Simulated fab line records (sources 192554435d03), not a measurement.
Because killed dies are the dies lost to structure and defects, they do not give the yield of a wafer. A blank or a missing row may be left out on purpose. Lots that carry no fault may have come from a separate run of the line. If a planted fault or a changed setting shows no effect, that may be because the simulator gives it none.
fab line records	flow n5_finfet
record lots=24	wafers=72	last_day=18
route steps=1938 shown BEOL_M8@1332 BEOL_M9@1402
lots that met no fault: from a run of the same line without faults
start_h: hours from the record's first day to the start of the lot's first wafer shown	wait_h: time in hours since the lot's previous step	" same as the row above	L1.1+2: a single row standing in for several wafers	- either no value or no given start	* or withheld: withheld	< > ~ a bound
route shown NAME@n: names a module that has steps shown in the file, with the first one's number in the route	usual: the fault-free wafers' mean and standard deviation	same: alike in all rows	chamber/n: place in a boat	sites: the reading at each site	_std_site: standard deviation across them	_edge_site: mean of outer sites minus mean of inner sites	radius_mm: how far each site lies from the wafer's centre	mask NAME#n: copy n	behind: the tool/chamber that last shaped the wafer	hold: what put the lot on hold/how long, in hours/how the hold closed	device: the n, p or np transistor that did not switch	end of line: the same wafers' tests at the end of the route	for a step that has no rows: nothing shown but its recipe	killed: the dies lost at the first sort to structure and to defects; this is not the yield of the wafer	map: a wafer's dies, marking killed ones x, the rest . and places with no die _
set.NAME: the setting as run; set.NAME@STEP: as run at that earlier step	model.NAME: the simulator's own value behind a step, which no gauge read
route steps across a sampled set of lots; one table per step, one row per wafer
services: the hour from which a tool's chamber was out of use, counted from the record's first day as start_h (under 0 if before that day), plus the number of hours and why
## steps
# step N5_BEOL_M8_ILD_DEP_00
# recipe material=SiCOH_lowk	target_thk_a=1797.5	temp_c=300	precursor=DEMS/porogen	pressure_torr=5	rf_w=500	time_s=33.4
# usual heater_power_w=318/50	showerhead_plenum_p_Torr=5.739/0.012	throttle_valve_pct=13.9/0.71
lot.wafer	tool	chamber	start_h	wait_h	heater_power_w	showerhead_plenum_p_Torr	throttle_valve_pct
L074.1	pecvd-02	1	196.40	0.0	248	5.728	13.3
L074.2	"	2	"	"	275	5.741	13.0
L074.6	"	1	"	"	248	5.728	13.5
L075.1	pecvd-04	0	202.52	0.0	423	5.750	14.4
L075.4	"	1	"	"	304	5.724	14.6
L075.5	"	0	"	"	404	5.743	14.3
L076.1	pecvd-04	2	205.00	0.0	374	5.738	12.9
L076.2	"	0	"	"	412	5.738	14.5
L076.4	"	1	"	"	307	5.727	14.5
L078.3	pecvd-04	1	206.35	0.0	269	5.726	14.3
L078.5	"	2	"	"	377	5.756	13.0
L078.6	"	0	"	"	416	5.760	14.2
L077.2	pecvd-01	1	210.68	0.0	293	5.727	14.6
L077.5	"	1	"	"	299	5.740	14.4
L077.6	"	0	"	"	299	5.724	15.0
L079.2	pecvd-04	0	221.69	0.0	327	5.743	14.3
L079.4	"	2	"	"	379	5.737	13.0
L079.5	"	2	"	"	386	5.742	12.9
L080.3	pecvd-01	1	239.52	0.0	252	5.739	14.3
L080.5	"	0	"	"	313	5.743	15.2
L080.6	"	2	"	"	329	5.750	13.4
L083.2	pecvd-04	0	254.13	0.0	357	5.759	14.4
L083.5	"	1	"	"	236	5.728	14.5
L083.6	"	0	"	"	359	5.753	14.5
L081.1	pecvd-02	0	254.41	0.0	393	5.745	14.0
L081.3	"	2	"	"	271	5.737	13.1
L081.5	"	2	"	"	278	5.747	13.4
L084.2	pecvd-02	2	254.84	0.0	294	5.739	13.3
L084.3	"	1	"	"	242	5.735	13.2
L084.6	"	0	"	"	377	5.763	14.1
L082.1	pecvd-01	2	256.62	0.0	333	5.733	13.2
L082.4	"	2	"	"	268	5.751	13.4
L082.5	"	1	"	"	282	5.737	14.6
L085.1	pecvd-01	0	258.27	0.0	346	5.733	15.3
L085.5	"	1	"	"	281	5.730	14.4
L085.6	"	0	"	"	356	5.744	15.3
L087.1	pecvd-01	1	258.49	0.0	271	5.731	14.5
L087.3	"	0	"	"	364	5.733	15.2
L087.5	"	2	"	"	269	5.749	13.5
L086.1	pecvd-02	2	262.68	0.0	294	5.739	13.2
L086.2	"	1	"	"	240	5.732	13.5
L086.3	"	0	"	"	327	5.748	14.2
L089.1	pecvd-02	0	290.15	0.0	378	5.749	13.9
L089.2	"	2	"	"	305	5.746	13.2
L089.5	"	0	"	"	381	5.748	14.2
L088.2	pecvd-02	1	292.84	0.0	264	5.746	13.3
L088.3	"	0	"	"	326	5.738	14.0
L088.5	"	0	"	"	342	5.742	14.2
L090.3	pecvd-02	0	293.83	0.0	342	5.747	14.2
L090.5	"	1	"	"	231	5.736	13.3
L090.6	"	0	"	"	339	5.749	14.3
L092.2	pecvd-04	0	300.68	0.0	403	5.752	14.5
L092.3	"	2	"	"	348	5.749	13.1
L092.5	"	1	"	"	304	5.726	14.2
L091.2	pecvd-01	1	300.95	0.0	287	5.728	14.8
L091.4	"	1	"	"	282	5.732	14.7
L091.5	"	2	"	"	307	5.744	13.8
L093.1	pecvd-02	1	311.51	0.0	266	5.730	13.3
L093.3	"	2	"	"	321	5.750	13.1
L093.6	"	0	"	"	374	5.762	14.3
L095.3	pecvd-01	2	319.78	0.1	327	5.758	13.6
L095.4	"	1	"	"	250	5.734	14.7
L095.5	"	2	"	"	328	5.754	13.7
L094.2	pecvd-02	2	325.88	0.0	331	5.745	13.6
L094.3	"	0	"	"	377	5.747	14.3
L094.5	"	2	"	"	336	5.760	13.3
L097.1	pecvd-02	2	331.70	0.0	314	5.730	13.1
L097.2	"	0	"	"	359	5.743	14.4
L097.3	"	1	"	"	252	5.726	13.3
L096.3	pecvd-04	1	349.62	0.0	293	5.719	14.6
L096.4	"	2	"	"	323	5.747	13.1
L096.5	"	1	"	"	293	5.718	14.3
# step N5_BEOL_M8_ETCH_61
# recipe chemistry=CF4	target=SiARC	target_depth_a=455	mask_material=CAR-ArF	time_s=75.8	ion_energy_ev=80	pressure_mtorr=40	source_w=545	bias_w=36	Ar_flow_sccm=100	cf4_flow_sccm=100	ends=cleared
# usual cf4_flow_sccm=100.00/0.29	drypump_motor_current_A=5.8/0.37	etch_rf_on_time_s=75.8/1.1	oes_product_au=0.69/0.073	rf_vpp_V=183.6/1.1	showerhead_plenum_p_Torr=2.10/0.049	throttle_valve_pct=15.60/0.27
lot.wafer	tool	chamber	start_h	wait_h	cf4_flow_sccm	drypump_motor_current_A	etch_rf_on_time_s	oes_product_au	rf_hours_counter_h	rf_vpp_V	showerhead_plenum_p_Torr	throttle_valve_pct
L074.1	rie_diel-05	1	199.47	0.0	100.16	5.1	76.5	0.78	28	185.7	2.09	15.32
L074.2	"	3	"	"	99.95	5.7	75.4	0.61	225	185.1	2.12	15.76
L074.6	"	1	"	"	100.47	5.1	75.8	0.79	-	183.5	2.09	15.33
L075.1	rie_diel-02	0	204.92	0.0	100.24	5.8	79.0	0.59	223	183.3	2.03	15.78
L075.4	"	1	"	"	99.73	5.0	76.3	0.62	192	183.9	2.05	15.66
L075.5	"	2	"	"	100.36	6.1	77.2	0.63	-	184.9	2.21	16.05
L076.1	rie_diel-06	3	206.69	0.0	99.93	6.2	75.1	0.64	171	182.3	2.06	15.73
L076.2	"	2	"	"	100.31	5.9	74.5	0.80	22	184.1	2.10	15.16
L076.4	"	0	"	"	100.23	5.8	74.9	0.78	31	182.4	2.10	15.49
L078.3	rie_diel-06	0	208.69	0.0	100.36	5.8	75.2	0.78	32	184.2	2.10	15.50
L078.5	"	3	"	"	99.00	6.2	75.7	0.64	-	182.9	2.06	15.71
L078.6	"	2	"	"	100.10	5.9	74.7	0.79	-	182.4	2.10	15.16
L077.2	rie_diel-05	3	212.62	0.0	99.80	5.7	74.8	0.61	230	183.6	2.12	15.77
L077.5	"	3	"	"	100.10	5.7	74.0	0.61	-	183.0	2.12	15.77
L077.6	"	2	"	"	99.67	6.2	73.7	0.79	-	185.8	2.19	15.55
L079.2	rie_diel-05	3	224.34	0.0	99.83	5.7	75.5	0.60	235	185.1	2.12	15.79
L079.4	"	0	"	"	99.76	5.6	75.2	0.71	77	184.6	2.08	15.45
L079.5	"	2	"	"	100.21	6.2	75.3	0.76	-	185.9	2.19	15.58
L080.3	rie_diel-06	3	243.04	0.0	99.81	6.2	76.5	0.62	184	182.2	2.06	15.74
L080.5	"	2	"	"	100.06	5.9	75.7	0.77	-	183.2	2.10	15.20
L080.6	"	1	"	"	100.09	6.0	77.2	0.61	-	184.7	2.13	15.86
L083.2	rie_diel-05	1	255.60	0.0	100.17	5.1	76.2	0.75	50	183.9	2.09	15.36
L083.5	"	3	"	"	100.32	5.7	75.9	0.59	-	184.2	2.11	15.78
L083.6	"	2	"	"	100.00	6.2	75.6	0.75	-	184.5	2.18	15.58
L081.1	rie_diel-02	1	255.73	0.0	99.97	5.0	77.0	0.60	210	182.7	2.05	15.68
L081.3	"	2	"	"	99.89	6.2	77.3	0.61	210	184.8	2.20	16.09
L081.5	"	1	"	"	100.09	5.0	77.3	0.59	-	181.4	2.05	15.69
L084.2	rie_diel-06	3	256.14	0.0	100.46	6.2	76.4	0.62	189	184.1	2.05	15.77
L084.3	"	2	"	"	99.41	5.9	74.9	0.76	40	183.8	2.10	15.20
L084.6	"	0	"	"	100.01	5.8	75.1	0.75	-	184.3	2.09	15.52
L082.1	rie_diel-06	2	258.43	0.0	100.14	5.9	75.5	0.76	41	184.2	2.10	15.19
L082.4	"	2	"	"	100.42	5.9	75.3	0.76	-	182.6	2.10	15.21
L082.5	"	0	"	"	99.79	5.7	75.8	0.76	-	182.5	2.09	15.52
L085.1	rie_diel-06	1	261.31	0.0	99.33	6.0	75.6	0.62	194	184.3	2.13	15.85
L085.5	"	1	"	"	99.78	6.0	75.6	0.62	-	185.6	2.12	15.87
L085.6	"	0	"	"	99.92	5.8	74.2	0.76	-	183.3	2.09	15.53
L087.1	rie_diel-06	0	261.57	0.0	100.23	5.8	75.9	0.75	51	183.9	2.09	15.53
L087.3	"	2	"	"	99.52	5.9	76.9	0.76	42	183.8	2.10	15.19
L087.5	"	2	"	"	99.98	5.9	76.5	0.76	-	182.9	2.10	15.21
L086.1	rie_diel-05	0	264.52	0.0	99.95	5.6	74.4	0.71	86	185.2	2.08	15.47
L086.2	"	2	"	"	100.01	6.2	74.9	0.74	38	185.8	2.18	15.59
L086.3	"	1	"	"	100.19	5.1	75.6	0.75	55	183.3	2.09	15.38
L089.1	rie_diel-06	2	292.02	0.0	99.56	5.9	75.1	0.76	54	184.4	2.09	15.23
L089.2	"	0	"	"	100.43	5.8	75.1	0.74	59	183.0	2.09	15.54
L089.5	"	1	"	"	99.62	6.0	76.0	0.61	-	183.8	2.12	15.88
L088.2	rie_diel-05	2	295.86	0.0	100.27	6.2	75.3	0.72	52	182.6	2.17	15.63
L088.3	"	1	"	"	99.76	5.1	75.7	0.74	68	182.6	2.08	15.38
L088.5	"	2	"	"	100.12	6.2	75.3	0.72	-	184.9	2.17	15.63
L090.3	rie_diel-06	3	296.20	0.0	100.02	6.1	76.1	0.62	204	181.1	2.05	15.80
L090.5	"	1	"	"	100.10	5.9	77.3	0.60	-	183.7	2.12	15.89
L090.6	"	0	"	"	99.83	5.8	75.1	0.75	-	183.5	2.09	15.55
L092.2	rie_diel-02	1	302.89	0.0	100.21	5.0	77.3	0.59	229	182.3	2.04	15.73
L092.3	"	2	"	"	100.07	6.1	76.0	0.61	228	183.1	2.20	16.13
L092.5	"	2	"	"	99.94	6.1	76.3	0.61	-	184.9	2.20	16.12
L091.2	rie_diel-06	2	303.12	0.0	100.39	5.9	74.5	0.76	57	182.7	2.09	15.23
L091.4	"	1	"	"	100.16	6.0	77.2	0.60	209	182.6	2.12	15.87
L091.5	"	2	"	"	100.29	5.9	75.4	0.75	-	183.9	2.09	15.23
L093.1	rie_diel-05	3	313.54	0.0	99.48	5.8	75.2	0.81	11	183.9	2.11	15.34
L093.3	"	0	"	"	100.16	5.6	75.6	0.68	107	183.3	2.07	15.52
L093.6	"	2	"	"	100.11	6.2	76.4	0.71	-	184.3	2.17	15.63
L095.3	rie_diel-05	0	324.30	0.0	99.41	5.7	75.6	0.67	110	182.9	2.07	15.52
L095.4	"	2	"	"	100.15	6.2	76.1	0.71	62	184.4	2.17	15.63
L095.5	"	1	"	"	99.39	5.1	77.1	0.72	-	184.0	2.08	15.43
L094.2	rie_diel-02	0	327.23	0.0	99.63	5.9	77.5	0.81	3	185.3	2.27	15.35
L094.3	"	1	"	"	100.07	5.0	78.4	0.58	238	182.3	2.04	15.76
L094.5	"	0	"	"	99.96	5.9	77.3	0.81	-	185.1	2.27	15.32
L097.1	rie_diel-05	2	334.62	0.0	99.91	6.2	75.0	0.71	65	184.4	2.17	15.65
L097.2	"	3	"	"	99.97	5.7	74.1	0.78	19	184.8	2.10	15.35
L097.3	"	1	"	"	99.81	5.1	75.8	0.72	81	182.3	2.08	15.43
L096.3	rie_diel-06	3	352.54	0.0	99.62	6.1	76.9	0.61	225	182.0	2.04	15.84
L096.4	"	3	"	"	100.08	6.1	76.3	0.61	-	182.5	2.04	15.83
L096.5	"	0	"	"	100.20	5.8	75.7	0.72	-	183.5	2.08	15.59
# step N5_BEOL_M8_DESCUM_33
# recipe chemistry=O2	time_s=7	source_power_w=50	bias_power_w=20	pressure_mtorr=20	rf_frequency_hz=2.712e+07	temp_c=40	resist=CAR-EUV	o2_flow_sccm=225
# usual drypump_motor_current_A=5.8/0.37	oes_product_au=0.78/0.09	rf_vpp_V=242.4/1.2	showerhead_plenum_p_Torr=2.04/0.064	throttle_valve_pct=20.51/0.27
lot.wafer	tool	chamber	start_h	wait_h	drypump_motor_current_A	oes_product_au	rf_hours_counter_h	rf_vpp_V	showerhead_plenum_p_Torr	throttle_valve_pct
L074.1	rie_diel-06	1	200.33	0.0	6.0	0.73	177	244.3	2.08	20.65
L074.2	"	2	"	"	5.9	0.94	20	242.1	2.06	20.06
L074.6	"	0	"	"	5.8	0.91	-	242.9	2.05	20.33
L075.1	rie_diel-02	3	205.83	0.0	6.1	0.71	206	242.5	1.98	20.93
L075.4	"	0	"	"	5.9	0.70	224	241.6	1.99	20.67
L075.5	"	0	"	"	5.9	0.71	-	241.8	1.99	20.67
L076.1	rie_diel-06	1	207.66	0.0	6.0	0.73	180	243.1	2.08	20.65
L076.2	"	3	"	"	6.2	0.75	171	240.5	2.00	20.53
L076.4	"	2	"	"	5.9	0.93	23	242.3	2.06	20.07
L078.3	rie_diel-06	0	210.85	0.1	5.8	0.91	33	241.5	2.05	20.34
L078.5	"	1	"	"	6.0	0.74	-	243.1	2.08	20.67
L078.6	"	3	"	"	6.2	0.75	-	241.9	2.00	20.53
L077.2	rie_diel-02	2	213.98	0.2	6.1	0.73	196	244.8	2.17	20.93
L077.5	"	1	"	"	5.0	0.71	-	241.1	1.99	20.39
L077.6	"	2	"	"	6.2	0.73	-	244.3	2.17	20.93
L079.2	rie_diel-02	1	225.74	0.0	5.0	0.71	200	240.4	1.98	20.39
L079.4	"	2	"	"	6.2	0.73	200	243.0	2.17	20.94
L079.5	"	0	"	"	5.9	0.68	-	240.8	1.98	20.68
L080.3	rie_diel-02	1	245.29	0.0	5.0	0.70	206	240.7	1.98	20.41
L080.5	"	2	"	"	6.2	0.72	-	244.8	2.17	20.95
L080.6	"	1	"	"	5.0	0.70	-	242.0	1.98	20.40
L083.2	rie_diel-06	2	257.36	0.5	5.9	0.89	41	243.0	2.05	20.11
L083.5	"	0	"	"	5.8	0.87	-	241.6	2.04	20.36
L083.6	"	3	"	"	6.2	0.73	-	243.6	2.00	20.56
L081.1	rie_diel-02	3	257.56	0.6	6.1	0.69	224	242.4	1.97	20.96
L081.3	"	0	"	"	5.9	0.69	242	241.3	1.98	20.72
L081.5	"	2	"	"	6.1	0.71	-	243.6	2.16	20.95
L084.2	rie_diel-05	1	257.67	0.6	5.1	0.88	51	242.0	2.03	20.17
L084.3	"	2	"	"	6.2	0.87	35	244.0	2.12	20.42
L084.6	"	1	"	"	5.1	0.89	-	242.9	2.03	20.17
L082.1	rie_diel-06	0	260.25	0.0	5.8	0.89	51	242.8	2.04	20.36
L082.4	"	3	"	"	6.2	0.74	191	241.4	2.00	20.55
L082.5	"	1	"	"	6.0	0.72	-	244.6	2.08	20.70
L085.1	rie_diel-05	1	262.57	0.3	5.1	0.89	54	243.5	2.03	20.20
L085.5	"	0	"	"	5.7	0.82	-	240.9	2.02	20.29
L085.6	"	2	"	"	6.2	0.87	-	243.8	2.12	20.43
L087.1	rie_diel-02	2	262.75	0.3	6.1	0.72	213	243.6	2.16	20.93
L087.3	"	1	"	"	5.0	0.70	214	241.2	1.98	20.40
L087.5	"	0	"	"	5.9	0.69	-	241.5	1.98	20.69
L086.1	rie_diel-02	3	265.75	0.0	6.1	0.69	227	241.3	1.97	20.96
L086.2	"	2	"	"	6.1	0.72	214	245.3	2.16	20.96
L086.3	"	1	"	"	5.0	0.70	215	241.1	1.98	20.43
L089.1	rie_diel-06	0	294.70	0.0	5.8	0.87	60	242.7	2.04	20.37
L089.2	"	2	"	"	5.9	0.88	54	241.5	2.05	20.13
L089.5	"	0	"	"	5.8	0.86	-	241.3	2.04	20.38
L090.3	rie_diel-02	2	297.35	0.0	6.1	0.70	227	243.6	2.16	20.98
L090.5	"	1	"	"	5.0	0.69	-	241.4	1.98	20.44
L090.6	"	2	"	"	6.2	0.71	-	244.2	2.16	20.98
L088.2	rie_diel-05	0	297.43	0.0	5.7	0.81	100	242.7	2.01	20.29
L088.3	"	3	"	"	5.7	0.96	4	241.8	2.05	20.11
L088.5	"	3	"	"	5.7	0.97	-	242.2	2.05	20.12
L092.2	rie_diel-05	2	304.72	0.0	6.2	0.85	55	243.5	2.12	20.44
L092.3	"	3	"	"	5.8	0.96	7	242.9	2.04	20.12
L092.5	"	2	"	"	6.2	0.84	-	243.1	2.12	20.44
L091.2	rie_diel-06	0	304.81	0.1	5.8	0.87	63	242.0	2.04	20.38
L091.4	"	2	"	"	5.9	0.87	57	241.6	2.05	20.12
L091.5	"	0	"	"	5.8	0.86	-	242.7	2.04	20.39
L093.1	rie_diel-05	3	314.73	0.2	5.7	0.94	11	241.9	2.04	20.12
L093.3	"	2	"	"	6.2	0.83	59	244.0	2.11	20.46
L093.6	"	3	"	"	5.7	0.94	-	244.1	2.04	20.11
L095.3	rie_diel-06	2	326.44	0.0	5.9	0.87	65	243.9	2.05	20.14
L095.4	"	1	"	"	6.0	0.71	217	241.0	2.07	20.73
L095.5	"	3	"	"	6.2	0.72	-	241.0	1.99	20.59
L094.2	rie_diel-06	2	328.17	0.0	5.9	0.86	65	242.3	2.04	20.14
L094.3	"	1	"	"	6.0	0.70	218	241.2	2.07	20.71
L094.5	"	2	"	"	5.9	0.86	-	242.1	2.05	20.15
L097.1	rie_diel-06	0	336.79	0.1	5.8	0.84	74	242.0	2.03	20.41
L097.2	"	1	"	"	6.0	0.70	221	243.1	2.07	20.74
L097.3	"	3	"	"	6.2	0.70	218	240.5	1.99	20.60
L096.3	rie_diel-02	3	357.32	0.4	6.1	0.97	3	243.8	2.23	20.59
L096.4	"	0	"	"	5.9	0.94	14	244.5	2.24	20.31
L096.5	"	1	"	"	5.0	0.67	-	243.9	1.97	20.48
# step N5_BEOL_M8_DEGAS_44
# recipe ambient=vacuum	temp_c=250	time_s=60
# usual heater_power_w=330/35
lot.wafer	tool	chamber	start_h	wait_h	heater_power_w
L074.1	pvd_sputter-03	-	201.32	0.3	270
L074.2	"	-	"	"	334
L074.6	"	-	"	"	366
L075.1	pvd_sputter-02	-	207.64	1.1	288
L075.4	"	-	"	"	357
L075.5	"	-	"	"	293
L076.1	pvd_sputter-02	-	208.62	0.3	375
L076.2	"	-	"	"	281
L076.4	"	-	"	"	295
L078.3	pvd_sputter-03	-	211.91	0.2	270
L078.5	"	-	"	"	269
L078.6	"	-	"	"	344
L077.2	pvd_sputter-01	-	215.35	0.6	341
L077.5	"	-	"	"	349
L077.6	"	-	"	"	335
L079.2	pvd_sputter-01	-	227.22	0.6	392
L079.4	"	-	"	"	322
L079.5	"	-	"	"	313
L080.3	pvd_sputter-01	-	246.46	0.4	318
L080.5	"	-	"	"	335
L080.6	"	-	"	"	323
L083.2	pvd_sputter-01	-	258.41	0.3	326
L083.5	"	-	"	"	409
L083.6	"	-	"	"	349
L081.1	pvd_sputter-02	-	260.58	2.3	324
L081.3	"	-	"	"	305
L081.5	"	-	"	"	370
L084.2	pvd_sputter-01	-	260.63	2.2	343
L084.3	"	-	"	"	390
L084.6	"	-	"	"	391
L082.1	pvd_sputter-02	-	261.24	0.3	366
L082.4	"	-	"	"	288
L082.5	"	-	"	"	285
L085.1	pvd_sputter-03	-	263.69	0.3	343
L085.5	"	-	"	"	269
L085.6	"	-	"	"	333
L087.1	pvd_sputter-02	-	264.04	0.3	316
L087.3	"	-	"	"	367
L087.5	"	-	"	"	380
L086.1	pvd_sputter-03	-	267.13	0.3	353
L086.2	"	-	"	"	333
L086.3	"	-	"	"	350
L089.1	pvd_sputter-01	-	295.82	0.4	402
L089.2	"	-	"	"	339
L089.5	"	-	"	"	344
L090.3	pvd_sputter-02	-	298.36	0.2	295
L090.5	"	-	"	"	304
L090.6	"	-	"	"	368
L088.2	pvd_sputter-03	-	298.40	0.2	336
L088.3	"	-	"	"	348
L088.5	"	-	"	"	338
L092.2	pvd_sputter-03	-	305.84	0.4	349
L092.3	"	-	"	"	270
L092.5	"	-	"	"	274
L091.2	pvd_sputter-03	-	306.08	0.5	336
L091.4	"	-	"	"	358
L091.5	"	-	"	"	266
L093.1	pvd_sputter-01	-	316.00	0.6	392
L093.3	"	-	"	"	320
L093.6	"	-	"	"	399
L095.3	pvd_sputter-02	-	327.41	0.2	309
L095.4	"	-	"	"	299
L095.5	"	-	"	"	313
L094.2	pvd_sputter-03	-	329.11	0.2	360
L094.3	"	-	"	"	282
L094.5	"	-	"	"	353
L097.1	pvd_sputter-02	-	338.31	0.8	365
L097.2	"	-	"	"	307
L097.3	"	-	"	"	290
L096.3	pvd_sputter-02	-	358.32	0.2	374
L096.4	"	-	"	"	306
L096.5	"	-	"	"	296
# step N5_BEOL_M8_PRE_CLEAN_45
# recipe gas=H2/He	time_s=30	temp_c=250
# usual heater_power_w=329/36
lot.wafer	tool	chamber	start_h	wait_h	heater_power_w
L074.1	pvd_sputter-03	-	201.36	0.0	270
L074.2	"	-	"	"	332
L074.6	"	-	"	"	362
L075.1	pvd_sputter-02	-	207.68	0.0	287
L075.4	"	-	"	"	364
L075.5	"	-	"	"	294
L076.1	pvd_sputter-02	-	208.66	0.0	367
L076.2	"	-	"	"	294
L076.4	"	-	"	"	294
L078.3	pvd_sputter-03	-	211.95	0.0	271
L078.5	"	-	"	"	265
L078.6	"	-	"	"	338
L077.2	pvd_sputter-01	-	215.39	0.0	335
L077.5	"	-	"	"	348
L077.6	"	-	"	"	342
L079.2	pvd_sputter-01	-	227.26	0.0	395
L079.4	"	-	"	"	334
L079.5	"	-	"	"	322
L080.3	pvd_sputter-01	-	246.50	0.0	328
L080.5	"	-	"	"	345
L080.6	"	-	"	"	316
L083.2	pvd_sputter-01	-	258.45	0.0	323
L083.5	"	-	"	"	390
L083.6	"	-	"	"	352
L081.1	pvd_sputter-02	-	260.62	0.0	319
L081.3	"	-	"	"	298
L081.5	"	-	"	"	373
L084.2	pvd_sputter-01	-	260.67	0.0	347
L084.3	"	-	"	"	398
L084.6	"	-	"	"	395
L082.1	pvd_sputter-02	-	261.28	0.0	374
L082.4	"	-	"	"	290
L082.5	"	-	"	"	287
L085.1	pvd_sputter-03	-	263.73	0.0	342
L085.5	"	-	"	"	264
L085.6	"	-	"	"	349
L087.1	pvd_sputter-02	-	264.08	0.0	302
L087.3	"	-	"	"	366
L087.5	"	-	"	"	363
L086.1	pvd_sputter-03	-	267.17	0.0	360
L086.2	"	-	"	"	332
L086.3	"	-	"	"	347
L089.1	pvd_sputter-01	-	295.86	0.0	397
L089.2	"	-	"	"	336
L089.5	"	-	"	"	340
L090.3	pvd_sputter-02	-	298.40	0.0	303
L090.5	"	-	"	"	313
L090.6	"	-	"	"	364
L088.2	pvd_sputter-03	-	298.44	0.0	336
L088.3	"	-	"	"	341
L088.5	"	-	"	"	339
L092.2	pvd_sputter-03	-	305.88	0.0	344
L092.3	"	-	"	"	270
L092.5	"	-	"	"	272
L091.2	pvd_sputter-03	-	306.12	0.0	344
L091.4	"	-	"	"	357
L091.5	"	-	"	"	264
L093.1	pvd_sputter-01	-	316.04	0.0	401
L093.3	"	-	"	"	319
L093.6	"	-	"	"	399
L095.3	pvd_sputter-02	-	327.45	0.0	307
L095.4	"	-	"	"	287
L095.5	"	-	"	"	313
L094.2	pvd_sputter-03	-	329.15	0.0	359
L094.3	"	-	"	"	268
L094.5	"	-	"	"	371
L097.1	pvd_sputter-02	-	338.35	0.0	373
L097.2	"	-	"	"	313
L097.3	"	-	"	"	284
L096.3	pvd_sputter-02	-	358.36	0.0	379
L096.4	"	-	"	"	309
L096.5	"	-	"	"	289
# step N5_BEOL_M9_CURE_71
# recipe temp_c=385	time_s=240	ambient=He/Ar	material=SiCOH_lowk
# usual lamp_power_pct=52.31/0.057	wafer_temp_C_max=386.8/0.62
lot.wafer	tool	chamber	start_h	wait_h	lamp_power_pct	wafer_temp_C_max
L074.1	uv_cure-02	1	203.71	0.0	52.31	387.0
L074.2	"	1	"	"	52.27	386.6
L074.6	"	1	"	"	52.35	386.9
L075.1	uv_cure-01	0	209.41	0.0	52.31	386.4
L075.4	"	0	"	"	52.27	386.2
L075.5	"	0	"	"	52.20	386.2
L076.1	uv_cure-01	2	211.06	0.2	52.39	387.3
L076.2	"	2	"	"	52.32	386.6
L076.4	"	2	"	"	52.37	387.3
L078.3	uv_cure-03	1	213.75	0.2	52.28	387.6
L078.5	"	1	"	"	52.30	388.0
L078.6	"	1	"	"	52.40	387.8
L077.2	uv_cure-03	0	217.57	0.2	52.26	386.5
L077.5	"	0	"	"	52.28	386.6
L077.6	"	0	"	"	52.25	386.6
L079.2	uv_cure-03	1	230.36	0.2	52.27	387.2
L079.4	"	1	"	"	52.37	386.8
L079.5	"	1	"	"	52.37	386.9
L080.3	uv_cure-02	2	248.56	0.2	52.32	386.2
L080.5	"	2	"	"	52.33	386.0
L080.6	"	2	"	"	52.28	386.3
L083.2	uv_cure-02	1	261.63	0.1	52.29	386.4
L083.5	"	1	"	"	52.32	387.7
L083.6	"	1	"	"	52.28	387.7
L081.1	uv_cure-02	2	262.35	0.0	52.17	385.5
L081.3	"	2	"	"	52.29	385.9
L081.5	"	2	"	"	52.32	386.3
L084.2	uv_cure-02	2	262.91	0.4	52.36	386.2
L084.3	"	2	"	"	52.33	386.1
L084.6	"	2	"	"	52.28	386.4
L082.1	uv_cure-01	1	264.00	0.3	52.25	387.7
L082.4	"	1	"	"	52.28	387.2
L082.5	"	1	"	"	52.25	387.4
L085.1	uv_cure-02	0	265.37	0.0	52.37	387.9
L085.5	"	0	"	"	52.31	388.1
L085.6	"	0	"	"	52.39	387.1
L087.1	uv_cure-01	2	265.82	0.0	52.30	386.9
L087.3	"	2	"	"	52.29	386.7
L087.5	"	2	"	"	52.35	387.2
L086.1	uv_cure-02	2	269.27	0.1	52.23	386.4
L086.2	"	2	"	"	52.29	386.3
L086.3	"	2	"	"	52.28	386.4
L089.1	uv_cure-03	0	299.40	0.0	52.28	387.1
L089.2	"	0	"	"	52.25	386.6
L089.5	"	0	"	"	52.35	386.6
L090.3	uv_cure-01	1	301.47	0.2	52.31	387.4
L090.5	"	1	"	"	52.30	387.0
L090.6	"	1	"	"	52.28	386.4
L088.2	uv_cure-02	2	301.57	0.1	52.32	386.5
L088.3	"	2	"	"	52.35	386.0
L088.5	"	2	"	"	52.25	386.1
L092.2	uv_cure-03	1	308.82	0.1	52.33	387.9
L092.3	"	1	"	"	52.32	387.5
L092.5	"	1	"	"	52.35	387.8
L091.2	uv_cure-01	2	309.05	0.1	52.26	386.6
L091.4	"	2	"	"	52.30	387.5
L091.5	"	2	"	"	52.24	386.5
L093.1	uv_cure-01	0	319.30	0.0	52.42	386.0
L093.3	"	0	"	"	52.35	385.9
L093.6	"	0	"	"	52.42	386.2
L095.3	uv_cure-01	1	329.43	0.3	52.31	387.4
L095.4	"	1	"	"	52.32	387.1
L095.5	"	1	"	"	52.26	387.4
L094.2	uv_cure-03	1	331.35	0.1	52.31	387.4
L094.3	"	1	"	"	52.34	387.0
L094.5	"	1	"	"	52.33	386.9
L097.1	uv_cure-01	2	341.26	0.1	52.36	387.3
L097.2	"	2	"	"	52.25	385.8
L097.3	"	2	"	"	52.33	387.3
L096.3	uv_cure-03	1	361.45	0.3	52.35	386.6
L096.4	"	1	"	"	52.24	386.7
L096.5	"	1	"	"	52.24	387.3
## services
tool	chamber	start_h	hours	kind
rie_diel-02	2	180.54	3.9	repair
rie_diel-05	3	185.11	4.9	repair
uv_cure-01	-	191.32	7.5	pm
pecvd-02	-	201.61	23.4	repair
rie_diel-06	2	209.85	1.5	repair
pvd_sputter-02	-	222.72	1.7	repair
uv_cure-03	-	232.22	7.5	pm
pecvd-01	-	240.01	0.7	repair
rie_diel-02	-	243.77	0.4	repair
rie_diel-05	0	246.43	14.1	repair
rie_diel-06	1	249.84	9.5	repair
pecvd-02	-	256.26	0.7	repair
uv_cure-03	-	259.64	14.6	pm
rie_diel-05	3	260.62	-	clean
uv_cure-01	-	269.13	2.1	pm
rie_diel-06	0	274.73	1.6	repair
pecvd-01	1	275.40	12.4	repair
rie_diel-06	0	276.83	7.2	repair
rie_diel-02	0	286.55	12.4	repair
pecvd-01	0	310.41	16.1	repair
rie_diel-02	-	320.74	3.6	repair
rie_diel-02	2	328.81	3.2	repair
uv_cure-03	-	345.99	6.0	repair
rie_diel-06	1	352.27	2.4	repair
## key
fault none
